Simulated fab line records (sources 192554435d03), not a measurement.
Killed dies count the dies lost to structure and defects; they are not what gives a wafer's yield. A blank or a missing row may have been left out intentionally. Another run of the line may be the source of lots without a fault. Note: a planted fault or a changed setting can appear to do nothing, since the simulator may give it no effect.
Which tool is to blame? -- flow n5Finfet -- 72 wafers from 24 lots sampled at 6 of the route's 1938 steps

WHAT THE GAUGES READ, wafer by wafer
N5_BEOL_M12_OCD_MEAS_35. Usual: trenchDepthNm reads 320 nm (standard deviation 4.3).
lot,measured,on,trenchDepthNm (nm),flag
L074,day 10 13:59,ocd-02,318 318 317,
L076,day 10 22:13,ocd-02,315 319 314,
L075,day 11 04:53,ocd-02,325 322 325,
L077,day 11 21:48,ocd-02,321 323 321,
L078,day 12 08:41,ocd-02,320 316 322,
L079,day 12 15:36,ocd-01,320 322 315,
L080,day 12 17:01,ocd-02,316 322 319,
L083,day 13 11:40,ocd-01,318 328 313,
L081,day 13 13:23,ocd-02,323 318 321,
L084,day 13 17:29,ocd-01,318 324 324,
L082,day 14 02:31,ocd-02,317 320 323,
L085,day 14 04:20,ocd-01,315 322 317,
L086,day 14 15:00,ocd-01,316 321 322,
L087,day 14 20:37,ocd-01,321 321 326,
L088,day 15 02:04,ocd-01,317 322 322,
L090,day 15 09:28,ocd-02,319 321 332,
L089,day 15 12:08,ocd-01,317 316 315,
L091,day 15 13:29,ocd-02,320 319 321,
L093,day 15 15:46,ocd-01,323 318 324,
L094,day 15 18:49,ocd-02,315 328 314,
L096,day 15 18:58,ocd-02,322 317 316,
L092,day 15 22:29,ocd-02,332 316 316,
L095,day 16 23:23,ocd-02,323 320 326,
L097,day 17 14:25,ocd-02,319 327 322,

N5_BEOL_M13_THK_MEAS_01. Usual: M13_ILD_THK gives 835 nm (standard deviation 11).
lot,measured,on,M13_ILD_THK (nm),flag
L074,day 10 17:08,filmMetro-01,834 828 844,
L076,day 11 03:38,filmMetro-02,829 844 844,
L075,day 11 06:47,filmMetro-01,826 830 840,
L077,day 12 03:23,filmMetro-02,842 849 843,
L078,day 12 11:57,filmMetro-01,823 845 841,
L079,day 12 20:19,filmMetro-02,827 843 837,
L080,day 12 20:45,filmMetro-01,842 839 844,
L083,day 13 14:17,filmMetro-02,838 835 845,
L081,day 13 20:19,filmMetro-01,826 834 834,
L084,day 13 22:25,filmMetro-02,831 848 821,
L082,day 14 05:16,filmMetro-01,829 825 849,
L085,day 14 08:31,filmMetro-01,825 830 844,
L086,day 14 17:41,filmMetro-01,833 837 836,
L087,day 14 22:57,filmMetro-02,838 833 831,
L088,day 15 07:34,filmMetro-01,834 834 862,
L090,day 15 12:14,filmMetro-02,820 818 833,
L089,day 15 15:07,filmMetro-01,819 815 833,
L091,day 15 16:12,filmMetro-01,842 836 862,
L093,day 15 19:11,filmMetro-02,829 833 847,
L094,day 15 21:31,filmMetro-01,838 823 840,
L096,day 15 21:55,filmMetro-01,815 811 830,
L092,day 16 02:07,filmMetro-01,830 831 829,
L095,day 17 03:17,filmMetro-01,836 834 839,
L097,day 17 16:40,filmMetro-02,831 813 830,

EACH LOT AND THE TOOL THAT RAN IT (in order: tool; ch and the chambers of the sampled wafers; start)
lot,N5_BEOL_M12_ILD_DEP_00,N5_BEOL_M12_STRIP_64,N5_BEOL_M12_ETCH_67,N5_BEOL_M12_DEGAS_41
L074,"pecvd-01 ch 0,1,2, day 10 11:55","plasmaAsher-01 ch 0,1, day 10 12:46","rieDiel-02 ch 0,3, day 10 13:30","pvdSputter-01, day 10 15:43"
L076,"pecvd-01 ch 0,1,2, day 10 20:01","plasmaAsher-02 ch 0,1, day 10 21:01","rieDiel-01 ch 1,2,3, day 10 21:44","pvdSputter-03, day 11 01:45"
L075,"pecvd-03 ch 0,2, day 11 02:36","plasmaAsher-02 ch 0,1, day 11 03:48","rieDiel-06 ch 0,2,3, day 11 04:24","pvdSputter-03, day 11 05:20"
L077,"pecvd-03 ch 0,1,2, day 11 19:46","plasmaAsher-01 ch 0,1, day 11 20:41","rieDiel-06 ch 0,3, day 11 21:19","pvdSputter-01, day 12 01:56"
L078,"pecvd-02 ch 1,2, day 12 06:26","plasmaAsher-02 ch 0,1, day 12 07:29","rieDiel-01 ch 1,2, day 12 08:11","pvdSputter-03, day 12 10:31"
L079,"pecvd-03 ch 0,2, day 12 13:17","plasmaAsher-02 ch 0,1, day 12 14:24","rieDiel-01 ch 0,2, day 12 15:07","pvdSputter-02, day 12 18:47"
L080,"pecvd-01 ch 1,2, day 12 14:56","plasmaAsher-01 ch 0,1, day 12 15:56","rieDiel-01 ch 0,1, day 12 16:32","pvdSputter-03, day 12 19:02"
L083,"pecvd-01 ch 0,2, day 13 09:33","plasmaAsher-01 ch 0,1, day 13 10:28","rieDiel-02 ch 0,1,2, day 13 11:11","pvdSputter-02, day 13 12:50"
L081,"pecvd-02 ch 0,2, day 13 11:12","plasmaAsher-02 ch 0,1, day 13 12:12","rieDiel-06 ch 0,2,3, day 13 12:54","pvdSputter-01, day 13 18:52"
L084,"pecvd-02 ch 0,1,2, day 13 15:32","plasmaAsher-01 ch 0,1, day 13 16:25","rieDiel-01 ch 0,1, day 13 17:01","pvdSputter-02, day 13 20:05"
L082,"pecvd-01 ch 1,2, day 14 00:11","plasmaAsher-01 ch 0,1, day 14 01:26","rieDiel-02 ch 2,3, day 14 02:02","pvdSputter-03, day 14 03:50"
L085,"pecvd-01 ch 0,1, day 14 02:11","plasmaAsher-01 ch 0,1, day 14 03:11","rieDiel-01 ch 0,1,3, day 14 03:51","pvdSputter-02, day 14 07:04"
L086,"pecvd-03 ch 0,1,2, day 14 12:44","plasmaAsher-01 ch 0,1, day 14 13:48","rieDiel-01 ch 0,2,3, day 14 14:31","pvdSputter-01, day 14 16:16"
L087,"pecvd-03 ch 0,1,2, day 14 18:42","plasmaAsher-01 ch 0,1, day 14 19:32","rieDiel-06 ch 0,2,3, day 14 20:11","pvdSputter-02, day 14 21:30"
L088,"pecvd-02 ch 0,1, day 14 23:54","plasmaAsher-01 ch 0,1, day 15 00:52","rieDiel-06 ch 2,3, day 15 01:35","pvdSputter-01, day 15 06:07"
L090,"pecvd-03 ch 0,2, day 15 07:31","plasmaAsher-02 ch 0,1, day 15 08:23","rieDiel-06 ch 1,2,3, day 15 08:58","pvdSputter-01, day 15 10:49"
L089,"pecvd-01 ch 1,2, day 15 09:56","plasmaAsher-01 ch 0,1, day 15 10:49","rieDiel-02 ch 0,3, day 15 11:26","pvdSputter-03, day 15 13:40"
L091,"pecvd-01 ch 0,2, day 15 11:08","plasmaAsher-01 ch 0,1, day 15 12:08","rieDiel-01 ch 1,3, day 15 13:00","pvdSputter-02, day 15 14:46"
L093,"pecvd-01 ch 0,2, day 15 13:08","plasmaAsher-02 ch 0,1, day 15 14:41","rieDiel-01 ch 0,1,3, day 15 15:17","pvdSputter-03, day 15 17:45"
L094,"pecvd-02 ch 0,1, day 15 16:42","plasmaAsher-01 ch 0,1, day 15 17:44","rieDiel-02 ch 0,1,3, day 15 18:20","pvdSputter-02, day 15 20:05"
L096,"pecvd-03 ch 0,1, day 15 16:47","plasmaAsher-01 ch 0,1, day 15 17:53","rieDiel-06 ch 2,3, day 15 18:29","pvdSputter-02, day 15 20:29"
L092,"pecvd-03 ch 0,1,2, day 15 20:17","plasmaAsher-02 ch 0,1, day 15 21:17","rieDiel-02 ch 0,1,3, day 15 22:00","pvdSputter-02, day 16 00:37"
L095,"pecvd-02 ch 0,1, day 16 20:58","plasmaAsher-02 ch 0,1, day 16 21:51","rieDiel-01 ch 0,2,3, day 16 22:53","pvdSputter-03, day 17 01:44"
L097,"pecvd-01 ch 0,2, day 17 11:49","plasmaAsher-02 ch 0,1, day 17 12:49","rieDiel-06 ch 0,1,3, day 17 13:56","pvdSputter-02, day 17 14:57"
- N5_BEOL_M12_ILD_DEP_00: deposits SiOC from DEMS/O2, target thk 658.92 nm, time 130.7 s.
- N5_BEOL_M12_STRIP_64: strips in N2/H2.
- N5_BEOL_M12_ETCH_67: etches SiARC in CF4, target depth 143 nm, time 238.3 s.
- N5_BEOL_M12_DEGAS_41: time 60 s.

AS READ BY THE TOOLS THEMSELVES (means over the sampled wafers that have a number; for cases with no such wafer, the mark the record gives instead)
N5_BEOL_M12_ILD_DEP_00. Usual: heaterPowerOuterW 283 W, standard deviation 47; heaterPowerW 524 W, standard deviation 87; showerheadPlenumPTorr 5.703 Torr, standard deviation 0.02; throttleValvePct 12.0 %, standard deviation 0.65.
lot,tool,heaterPowerOuterW (W),heaterPowerW (W),showerheadPlenumPTorr (Torr),throttleValvePct (%),flag
L074,pecvd-01,288,556,5.716,12.3,
L076,pecvd-01,260,515,5.710,12.2,
L075,pecvd-03,239,460,5.701,11.6,
L077,pecvd-03,249,465,5.694,11.7,
L078,pecvd-02,305,527,5.685,12.2,
L079,pecvd-03,239,461,5.701,11.7,
L080,pecvd-01,323,643,5.704,12.5,
L083,pecvd-01,243,491,5.720,12.3,
L081,pecvd-02,333,571,5.702,11.0,
L084,pecvd-02,288,491,5.697,11.9,
L082,pecvd-01,321,643,5.704,12.7,
L085,pecvd-01,315,559,5.722,11.7,
L086,pecvd-03,243,465,5.694,11.7,
L087,pecvd-03,240,445,5.698,11.8,
L088,pecvd-02,305,516,5.701,12.4,
L090,pecvd-03,233,443,5.703,11.6,
L089,pecvd-01,310,630,5.703,12.4,
L091,pecvd-01,266,551,5.696,12.6,
L093,pecvd-01,324,624,5.712,12.7,
L094,pecvd-02,308,510,5.684,12.6,
L096,pecvd-03,264,511,5.701,11.8,
L092,pecvd-03,246,458,5.689,11.7,
L095,pecvd-02,309,518,5.690,12.2,
L097,pecvd-01,295,596,5.709,12.7,

N5_BEOL_M12_STRIP_64. Usual: drypumpMotorCurrentA 5.5 A, standard deviation 0.43; heaterPowerW 321 W, standard deviation 37; oesProductAu 0.715 a.u., standard deviation 0.0048; stripTimeToEndpointS 31.33 s, standard deviation 0.068; tempC 250.01 C, standard deviation 0.18.
lot,tool,drypumpMotorCurrentA (A),heaterPowerW (W),oesProductAu (a.u.),stripTimeToEndpointS (s),tempC (C),flag
L074,plasmaAsher-01,5.9,334,0.716,31.29,250.09,
L076,plasmaAsher-02,5.2,280,0.710,31.30,249.92,
L075,plasmaAsher-02,5.1,280,0.718,31.33,250.00,
L077,plasmaAsher-01,5.9,332,0.715,31.37,249.86,
L078,plasmaAsher-02,5.2,282,0.717,31.36,249.96,
L079,plasmaAsher-02,5.2,296,0.714,31.28,249.98,
L080,plasmaAsher-01,5.7,344,0.716,31.32,249.99,
L083,plasmaAsher-01,5.7,353,0.714,31.28,250.08,
L081,plasmaAsher-02,5.2,299,0.713,31.31,250.18,
L084,plasmaAsher-01,5.9,333,0.714,31.25,250.07,
L082,plasmaAsher-01,5.7,354,0.714,31.36,250.04,
L085,plasmaAsher-01,5.9,336,0.721,31.39,250.02,
L086,plasmaAsher-01,5.9,336,0.712,31.26,250.23,
L087,plasmaAsher-01,5.6,354,0.719,31.28,249.98,
L088,plasmaAsher-01,5.9,332,0.713,31.33,250.13,
L090,plasmaAsher-02,5.2,293,0.718,31.33,250.03,
L089,plasmaAsher-01,5.6,358,0.720,31.34,250.09,
L091,plasmaAsher-01,5.9,332,0.713,31.33,250.20,
L093,plasmaAsher-02,5.2,280,0.716,31.44,250.03,
L094,plasmaAsher-01,5.9,338,0.712,31.23,250.02,
L096,plasmaAsher-01,5.9,335,0.717,31.42,250.03,
L092,plasmaAsher-02,5.2,292,0.716,31.37,250.24,
L095,plasmaAsher-02,5.1,280,0.715,31.34,249.95,
L097,plasmaAsher-02,5.2,281,0.712,31.34,249.73,

N5_BEOL_M12_ETCH_67. Usual: drypumpMotorCurrentA 5.4 A, standard deviation 0.39; etchRfOnTimeS 236 s, standard deviation 5.6; oesProductAu 0.69 a.u., standard deviation 0.088; rfVppV 184.3 V, standard deviation 1.1; showerheadPlenumPTorr 2.17 Torr, standard deviation 0.052; throttleValvePct 15.56 %, standard deviation 0.26.
lot,tool,drypumpMotorCurrentA (A),etchRfOnTimeS (s),oesProductAu (a.u.),rfVppV (V),showerheadPlenumPTorr (Torr),throttleValvePct (%),flag
L074,rieDiel-02,5.4,238,0.71,185.5,2.23,15.66,
L076,rieDiel-01,5.4,240,0.62,183.4,2.13,15.65,
L075,rieDiel-06,5.2,232,0.68,184.5,2.18,15.64,
L077,rieDiel-06,5.5,229,0.72,184.1,2.14,15.70,
L078,rieDiel-01,5.7,235,0.64,183.5,2.14,15.64,
L079,rieDiel-01,5.3,237,0.74,183.6,2.17,15.33,
L080,rieDiel-01,5.8,234,0.77,183.9,2.18,15.27,
L083,rieDiel-02,5.4,239,0.71,184.6,2.22,15.66,
L081,rieDiel-06,5.3,233,0.66,184.4,2.17,15.68,
L084,rieDiel-01,5.7,235,0.75,184.4,2.18,15.28,
L082,rieDiel-02,5.7,233,0.69,183.9,2.15,15.68,
L085,rieDiel-01,5.6,237,0.74,184.1,2.15,15.31,
L086,rieDiel-01,5.2,240,0.71,183.9,2.14,15.37,
L087,rieDiel-06,5.2,231,0.65,185.0,2.17,15.70,
L088,rieDiel-06,5.4,231,0.69,183.9,2.12,15.63,
L090,rieDiel-06,5.4,236,0.71,184.5,2.16,15.46,
L089,rieDiel-02,5.4,239,0.67,185.1,2.21,15.76,
L091,rieDiel-01,5.5,239,0.72,183.6,2.12,15.35,
L093,rieDiel-01,5.6,236,0.72,184.4,2.14,15.33,
L094,rieDiel-02,5.6,235,0.72,184.4,2.19,15.66,
L096,rieDiel-06,5.2,235,0.63,183.9,2.16,15.59,
L092,rieDiel-02,5.6,236,0.71,184.8,2.19,15.66,
L095,rieDiel-01,5.2,238,0.77,184.0,2.13,15.23,
L097,rieDiel-06,5.5,230,0.70,183.8,2.16,15.64,

N5_BEOL_M12_DEGAS_41. Usual: heaterPowerW reads 325 W (standard deviation 31).
lot,tool,heaterPowerW (W),flag
L074,pvdSputter-01,311,
L076,pvdSputter-03,308,
L075,pvdSputter-03,338,
L077,pvdSputter-01,343,
L078,pvdSputter-03,291,
L079,pvdSputter-02,325,
L080,pvdSputter-03,342,
L083,pvdSputter-02,334,
L081,pvdSputter-01,345,
L084,pvdSputter-02,317,
L082,pvdSputter-03,291,
L085,pvdSputter-02,321,
L086,pvdSputter-01,307,
L087,pvdSputter-02,329,
L088,pvdSputter-01,315,
L090,pvdSputter-01,340,
L089,pvdSputter-03,302,
L091,pvdSputter-02,314,
L093,pvdSputter-03,311,
L094,pvdSputter-02,308,
L096,pvdSputter-02,338,
L092,pvdSputter-02,317,
L095,pvdSputter-03,315,
L097,pvdSputter-02,323,

THE ANSWER, worked out from the rows above alone
Rule: lot off if the mean of its wafers having a number is beyond 3 standard deviations from the usual mean. A lot without any number at a reading at which 4 lots or more have one is off too. All remaining lots with rows at the step are treated as sound. After the gauges, taken in route order, come the tools' own readings; for these a lot's mean is taken, as printed above. The first step at which some lot is off is used, and at that step the reading that is off furthest; a lot without a number counts as furthest.
None of the lots is off at any reading shown; this tells nothing.

WHAT THE SIMULATOR HAD PUT IN
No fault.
